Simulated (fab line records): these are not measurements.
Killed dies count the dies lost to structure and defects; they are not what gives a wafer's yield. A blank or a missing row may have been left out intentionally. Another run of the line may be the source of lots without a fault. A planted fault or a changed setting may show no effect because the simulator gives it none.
Problem report, 8D (eight disciplines) form, completed by code ; flow n5-finfet ; the parts of the form that need people (team, actions taken, sign-off) are left out

## 1. PROBLEM STATEMENT
At N5_PASSIVATION_PECVD_53, run-length-s averages 162.4 s over 2 wafers from 2 lots, while fault-free wafers read 197.1 s, standard deviation 0.57. Measured from the usual mean, that is -61 standard deviations.
The step: deposits SiO2 from TEOS/O2, target thk 800 nm, time 169.4 s.
First seen on wafer L138.6, day 16 05:56, on pecvd-02. Wafers with a number at this step in the record: 16, from 6 lots. Rule for "out" (also "out of limits"): further than 4 standard deviations from the usual mean. The other wafers with a number count as sound.

## 2. WHAT IT IS, AND WHAT IT ISN'T
question;is;is not
which readings at this step;run-length-s;-
which lots;L138, L141;L129, L133, L137, L149
which wafers of those lots;L138.6, L141.1;L138.3, L141.3
read on which tools;pecvd-02;pecvd-04
when;from day 16 05:56;"up to then (10 sound wafers); but 4 sound wafers of L141, L149 came after"

## 3. THE SUSPECTS, EACH WITH WHAT RULES IT OUT
Counting: any tool at a process step up to the reading remains a suspect provided it ran every lot that is out. Sound lots after the first of them don't rule it out here, since some wafers of a struck lot are sound.
- rie-diel-03 at N5_PASSIVATION_DESCUM_32 (chemistry O2, time 7.9 s): kept. It ran every lot that is out, first L138 (day 16 04:50); its last sound lot up to then is L137 (day 15 23:47).
- rie-metal-01 at N5_PASSIVATION_AL_ETCH_33 (etches Al in Cl2/BCl3, stops on TaN, target depth 2800 nm, time 466.7 s): kept. It ran every lot that is out, first L138 (day 16 05:03); its last sound lot up to then is L133 (day 15 01:44).
- rie-metal-01 at N5_PASSIVATION_ETCH_59 (etches TaN in Cl2/BCl3, target depth 65 nm, time 34.9 s): kept. It ran every lot that is out, first L138 (day 16 05:21); its last sound lot up to then is L133 (day 15 02:08).
- pecvd-02 at N5_PASSIVATION_PECVD_53 (deposits SiO2 from TEOS/O2, target thk 800 nm, time 169.4 s): kept. It ran every lot that is out, first L138 (day 16 05:56); its last sound lot up to then is L129 (day 14 01:21). Out on those wafers are its own readings of run-length-s.
- Within pecvd-02 at N5_PASSIVATION_PECVD_53: the wafers that are out ran in chambers 1, 2; their sound lot-mates ran in chamber 0.
Left after counting: rie-diel-03 at N5_PASSIVATION_DESCUM_32, rie-metal-01 at N5_PASSIVATION_AL_ETCH_33, rie-metal-01 at N5_PASSIVATION_ETCH_59, pecvd-02 at N5_PASSIVATION_PECVD_53.

## 4. THE CAUSE (what the simulator had put in)
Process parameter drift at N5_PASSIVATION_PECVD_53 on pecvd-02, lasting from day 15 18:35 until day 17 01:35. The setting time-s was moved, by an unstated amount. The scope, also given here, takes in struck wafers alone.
This tool is one of the 4 suspects left after counting.

## 5. THE EFFECT CHAIN, in route order
One row per reading whose mean, taken over the struck wafers that have a number, lies over 3 standard deviations from the usual. Only readings for which the record gives a usual standard deviation are gone through. hours: the time from each lot's start at the first step in this table that gives one to its start at this step, as a median over the lots. sigmas: the change in usual standard deviations.
hours;step;reading;usual;on struck wafers;change;sigmas
0;N5_PASSIVATION_PECVD_53;run-length-s;197.1 s;162.4;-34.7;-61
The process steps in it:
- N5_PASSIVATION_PECVD_53: deposits SiO2 from TEOS/O2, target thk 800 nm, time 169.4 s.

## 6. WHAT WOULD HAVE CAUGHT IT SOONER
In this record no reading fell out of limits until day 16 05:56, 11 hours after the fault had begun at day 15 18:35.
